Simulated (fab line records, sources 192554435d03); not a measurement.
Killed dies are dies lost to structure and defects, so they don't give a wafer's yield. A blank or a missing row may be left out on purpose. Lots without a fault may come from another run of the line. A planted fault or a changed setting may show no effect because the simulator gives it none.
Problem report in the 8D (eight disciplines) form, filled by code | flow n5_finfet | the parts of the form that need people (team, actions taken, sign-off) are left out

1. THE PROBLEM
killed_at_M4_up at N5_PASSIVATION_PROBE_49 reads a mean of 1076 on 6 wafers of 2 lots; wafers without a fault read 13 with a standard deviation of 5.1. That is +99 or more standard deviations from the usual mean.
First seen on wafer L709.3, day 20 06:28, on prober-01. The record holds 15 wafers of 5 lots with a number at this step. Rule for "out", or "out of limits": more than 4 standard deviations from the usual mean. The other wafers with a number count as sound.

2. WHAT IT IS AND WHAT IT IS NOT
question                    | is                                                                                                                  | is not
which readings at this step | killed_at_M4_up, defect_limited_yield, killed_dies, killed_on_rim, sort_bin_5_function, sort_n_pass, sort_yield_pct | killed_at_contacts, killed_at_front_end, killed_at_other
which lots                  | L709, L712                                                                                                          | L694, L700, L707
which wafers of those lots  | all that have a number                                                                                              | -
read on which tools         | prober-01, prober-02                                                                                                | -
when                        | from day 20 06:28                                                                                                   | up to then (9 sound wafers)

3. SUSPECTS, AND WHAT RULES EACH OUT
Counting: a tool at a process step up to the reading stays a suspect if it ran every lot that is out and no sound lot after the first of them.
- plasma_asher-02 at N5_BEOL_M13_STRIP_37 (strips in N2/H2): kept. It ran every lot that is out, first L709 (day 18 15:56), and no sound lot after that; its last sound lot up to then is L707 (day 18 08:48).
Left after counting: plasma_asher-02 at N5_BEOL_M13_STRIP_37.

4. THE CAUSE (what the simulator had put in)
Skipped step whole: plasma_asher-02, from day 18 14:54 on, at N5_BEOL_M13_STRIP_37. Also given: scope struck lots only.
Counting left only this tool.

5. THE CHAIN OF EFFECTS, in route order
Each row: a reading whose mean over the struck wafers that have a number lies more than 3 standard deviations from the usual. Only readings for which the record gives a usual standard deviation are gone through. hours: the time from each lot's start at the first step in this table that gives one to its start at this step, as a median over the lots. sigmas: the change in usual standard deviations.
hours | step                    | reading              | usual  | on struck wafers | change | sigmas
0     | N5_PASSIVATION_PROBE_49 | defect_limited_yield | 90.9 % | 0.0              | -90.9  | -70
0     | N5_PASSIVATION_PROBE_49 | killed_at_M4_up      | 13     | 1076             | +1063  | +99 or more
0     | N5_PASSIVATION_PROBE_49 | killed_dies          | 107    | 1180             | +1073  | +67
0     | N5_PASSIVATION_PROBE_49 | killed_on_rim        | 14     | 152              | +138   | +34
0     | N5_PASSIVATION_PROBE_49 | sort_bin_5_function  | 5.4 %  | 96.2             | +90.8  | +99 or more
0     | N5_PASSIVATION_PROBE_49 | sort_n_pass          | 1073   | 0                | -1073  | -67
0     | N5_PASSIVATION_PROBE_49 | sort_yield_pct       | 90.9 % | 0.0              | -90.9  | -70
The process steps in it:
- N5_PASSIVATION_PROBE_49
Readings that are blank on the struck wafers while sound wafers have them: drypump_motor_current_A at N5_BEOL_M13_STRIP_37; h2_flow_sccm at N5_BEOL_M13_STRIP_37; heater_power_w at N5_BEOL_M13_STRIP_37; oes_product_au at N5_BEOL_M13_STRIP_37.

6. WHAT WOULD HAVE CAUGHT IT SOONER
In this record the first reading out of limits was taken at day 20 06:28, 40 hours after the fault began at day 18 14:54.
At N5_BEOL_M13_STRIP_37 the tool's readings are blank on the struck wafers, where sound wafers have them: an empty tool record is the first sign, and it was there at once.
All the lots that are out (2) had begun N5_BEOL_M13_STRIP_37 on plasma_asher-02 by day 20 06:28. A hold on the tool at that time would have spared none of them.
